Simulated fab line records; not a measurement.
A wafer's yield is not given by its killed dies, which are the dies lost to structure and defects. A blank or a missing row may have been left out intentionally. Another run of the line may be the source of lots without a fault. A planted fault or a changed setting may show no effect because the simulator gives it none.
Problem report, 8D (eight disciplines) form, completed by code    flow n5-finfet    the parts of the form that need people (team, actions taken, sign-off) are left out

== 1. THE PROBLEM ==
cd-nm at N5_FIN_SAQP_CD_MEAS_16 reads a mean of 31.6 nm on 1 wafer of 1 lot; wafers without a fault read 35.6 nm with a standard deviation of 0.31. That puts it -13 standard deviations away from the usual mean.
The step: target cd 35.6 nm.
First seen on wafer L379.3, day 4 21:27, on cd-sem-03. The record has a number at this step for 27 wafers belonging to 9 lots. Rule for "out", or "out of limits": more than 4 standard deviations from the usual mean. All remaining wafers that have a number are taken as sound.

== 2. WHAT IT IS; WHAT IT IS NOT ==
question                     is                is not
which readings at this step  cd-nm             -
which lots                   L379              L367, L368, L369, L372, L376, L387, L389, L390
which wafers of those lots   L379.3            L379.1, L379.4
read on which gauges         cd-sem-03         cd-sem-01, cd-sem-02
when                         from day 4 21:27  up to then (17 sound wafers); but 9 sound wafers of L387, L389, L390 came after

== 3. SUSPECTS, AND WHAT RULES EACH OUT ==
Counting: a tool at a process step up to the reading stays a suspect if it ran every lot that is out. Sound lots after the first of them don't rule it out here, since some wafers of a struck lot are sound.
- the gauge at N5_FIN_SAQP_CD_MEAS_16: kept. All the wafers that are out were read on cd-sem-03, and no step on other tools shows them out.
- litho-track-04 at N5_FIN_SAQP_PEB_14 (peb time 60 s): kept. It processed L379, the lot that is out, at day 4 21:23, and its most recent sound lot before then was L372 at day 3 05:17.
The count leaves cd-sem-03 at N5_FIN_SAQP_CD_MEAS_16 and litho-track-04 at N5_FIN_SAQP_PEB_14.

== 4. THE CAUSE (what the simulator had put in) ==
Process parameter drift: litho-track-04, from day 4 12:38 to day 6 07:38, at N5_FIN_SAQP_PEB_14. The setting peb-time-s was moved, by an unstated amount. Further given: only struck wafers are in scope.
2 suspects survive the count, and this tool is in that group.

== 5. SEQUENCE OF EFFECTS, ordered by route ==
Each row: a reading where the mean over the struck wafers with a number is more than 3 standard deviations away from the usual. Readings are gone through only where the record gives a usual standard deviation; hours: the median, over the lots, of the time from a lot's start at the first step in this table giving one to that lot's start at this step; sigmas: the change measured in usual standard deviations.
hours  step                    reading  usual    on struck wafers  change  sigmas
0      N5_FIN_SAQP_CD_MEAS_16  cd-nm    35.6 nm  31.6              -4.0    -13
Later measuring or inspecting steps at which every struck wafer that the step has a row for has a number for every such reading, and none has moved that far: N5_FIN_SAQP_OVL_MEAS_17, N5_BEOL_M4_RC_MEAS_101.

== 6. WHAT WOULD HAVE CAUGHT IT SOONER ==
The first out-of-limits reading at a measuring or inspecting step in this record came at day 4 21:27, 9 hours after the fault's start at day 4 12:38.
Lots out: 1; all had begun N5_FIN_SAQP_PEB_14 on litho-track-04 by day 4 21:27. Had the tool been put on hold then, not one of them would have been saved.
